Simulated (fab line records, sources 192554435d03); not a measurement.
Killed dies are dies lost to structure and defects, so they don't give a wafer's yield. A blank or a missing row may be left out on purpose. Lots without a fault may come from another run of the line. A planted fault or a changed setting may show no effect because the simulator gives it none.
One fault through the eyes of 2 desks ; flow n5 finfet ; numbers are kept per desk, each desk with only its own; the story behind them comes last

== FOR THE TOOL OWNER'S DESK: ald metal-02 ==
The tool's own readings at N5_HKMG_FIN_ALD_36 (deposits TiN, target thk 1 nm, pulse time 1 s, purge time 3 s): means of the sampled wafers that have a number, for each lot that ran on this tool. If a lot's mean is further than 4 standard deviations from the usual mean, the lot is out of limits and carries the mark OUT (the distance appears in the brackets).
Columns: A = heater power w at N5_HKMG_FIN_ALD_36, usual 903 W; B = precursor pulse height rel at N5_HKMG_FIN_ALD_36, usual 1.000
lot;first seen here;A;B
L382;day 4 22:33;888;1.000
L384;day 5 09:35;923;1.012
L390;day 6 21:07;942;1.012
L395;day 8 05:08;912;0.992
This desk's verdict: no lot among the 4 shows anything out of limits.

== THE METROLOGY DESK ==
Lot by lot, what the gauges showed, no matter which tool ran the lot: averages of those sampled wafers that carry a number. If a lot's mean is further than 4 standard deviations from the usual mean, the lot is out of limits and carries the mark OUT (the distance appears in the brackets). 7 of its 11 readings are shown, namely those furthest out on some lot.
Columns: A = cd nm at N5_HKMG_FIN_CD_MEAS_12, usual 92.6 nm; B = DIBL_P at N5_BEOL_M4_RC_MEAS_101, usual 35.8 mV/V; C = IOFF_N at N5_BEOL_M4_RC_MEAS_101, usual 0.151 nA/um; D = SS_N at N5_BEOL_M4_RC_MEAS_101, usual 71.4 mV/dec; E = SS_P at N5_BEOL_M4_RC_MEAS_101, usual 73.3 mV/dec; F = VT_N at N5_BEOL_M4_RC_MEAS_101, usual 250.5 mV; G = VT_P at N5_BEOL_M4_RC_MEAS_101, usual -251 mV
lot;first seen here;A;B;C;D;E;F;G
L381;day 4 20:32;92.1;38.8;0.195;72.4;74.2;246.7;-248
L382;day 4 23:42;91.7;38.0;0.163;71.8;73.8;248.6;-249
L384;day 5 10:46;92.5;34.8;0.138;71.5;73.2;251.5;-249
L390;day 6 22:16;93.3;36.3;0.138;71.4;73.5;253.3;-256
L391;day 7 07:28;92.1;36.4;0.169;71.9;74.0;251.0;-250
L395;day 8 06:11;92.2;35.2;0.159;71.3;72.8;249.2;-253
L399;day 9 07:28;93.5;36.6;0.145;71.6;73.5;251.8;-248
L401;day 9 17:25;92.4;35.6;0.137;71.2;72.8;250.9;-254
L402;day 9 18:59;93.1;35.4;0.143;71.2;73.1;253.0;-253
This desk's verdict: no lot among the 9 shows anything out of limits.

== PUT TOGETHER ==
The tool owner's desk saw nothing out of limits.
Nothing out of limits was seen by the metrology desk.

== WHAT THE SIMULATOR HAD PUT IN ==
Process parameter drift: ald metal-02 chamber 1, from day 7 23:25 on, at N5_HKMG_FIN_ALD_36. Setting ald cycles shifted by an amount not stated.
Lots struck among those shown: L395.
